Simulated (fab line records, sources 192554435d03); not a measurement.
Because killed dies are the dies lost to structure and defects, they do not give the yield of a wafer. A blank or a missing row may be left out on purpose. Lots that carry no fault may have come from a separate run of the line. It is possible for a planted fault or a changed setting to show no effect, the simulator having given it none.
Chamber matching    flow n5Finfet    N5_SDB_ETCH_25 on rieDiel-03 has 4 sister chambers
The step etches SiO2 in C4F6/O2, target depth 10 nm, time 3.3 s. 20 wafers are shown with their chamber, then 10 later ones without.

== WAFERS WITH THEIR CHAMBER ==
wafer   chamber  showerheadPlenumPTorr (Torr)  throttleValvePct (%)  rfVppV (V)
L074.4  2        3.02                          20.81                 671
L074.5  1        2.74                          20.67                 654
L074.6  2        3.02                          20.81                 671
L075.1  3        2.84                          21.42                 665
L075.3  2        3.02                          20.79                 670
L075.6  1        2.74                          20.69                 655
L076.1  3        2.84                          21.43                 664
L076.3  1        2.74                          20.67                 655
L076.5  3        2.84                          21.42                 664
L080.1  1        2.74                          20.69                 656
L080.4  2        3.02                          20.82                 670
L080.6  0        2.93                          21.40                 677
L088.1  1        2.73                          20.71                 654
L088.4  0        2.92                          21.41                 677
L088.5  3        2.83                          21.45                 665
L090.3  1        2.73                          20.74                 656
L090.4  3        2.83                          21.46                 662
L090.6  3        2.83                          21.46                 663
L091.1  3        2.83                          21.46                 664
L091.2  0        2.92                          21.43                 675

SIGNATURES (means of the wafers above)
reading                chamber 0  chamber 1  chamber 2  chamber 3  scatter within a chamber
showerheadPlenumPTorr  2.9233     2.7367     3.0200     2.8343     0.00482
throttleValvePct       21.4133    20.6950    20.8075    21.4429    0.0204
rfVppV                 676.33     655.00     670.50     663.86     0.953
Rule: for each reading, subtract the chamber's mean from the wafer's reading, divide by that reading's scatter and square the result; add these up over the readings and take the root, which gives the wafer's distance from the chamber. The wafer belongs to the nearest chamber; if the next one is less than 2 further off, it can't be placed. The scatter: the root of (the sum of the squares of (reading less its chamber's mean) over the shown wafers, divided by (wafers less chambers)).

== WAFERS WHOSE CHAMBER IS MISSING ==
wafer   showerheadPlenumPTorr (Torr)  throttleValvePct (%)  rfVppV (V)
L091.6  2.83                          21.47                 664
L092.1  2.73                          20.71                 654
L092.2  3.01                          20.87                 670
L092.3  2.92                          21.42                 678
L093.3  2.83                          21.46                 663
L093.4  2.92                          21.42                 676
L093.6  2.92                          21.43                 677
L094.1  2.73                          20.74                 653
L094.4  2.92                          21.43                 676
L094.6  2.83                          21.47                 663

== WHICH CHAMBER EACH WENT THROUGH ==
wafer   from the rows above  in truth
L091.6  3                    3
L092.1  1                    1
L092.2  2                    2
L092.3  0                    0
L093.3  3                    3
L093.4  0                    0
L093.6  0                    0
L094.1  1                    1
L094.4  0                    0
L094.6  3                    3
Correctly placed: 10 of 10. Left unplaced by these rows: 0. Placed wrongly: 0.
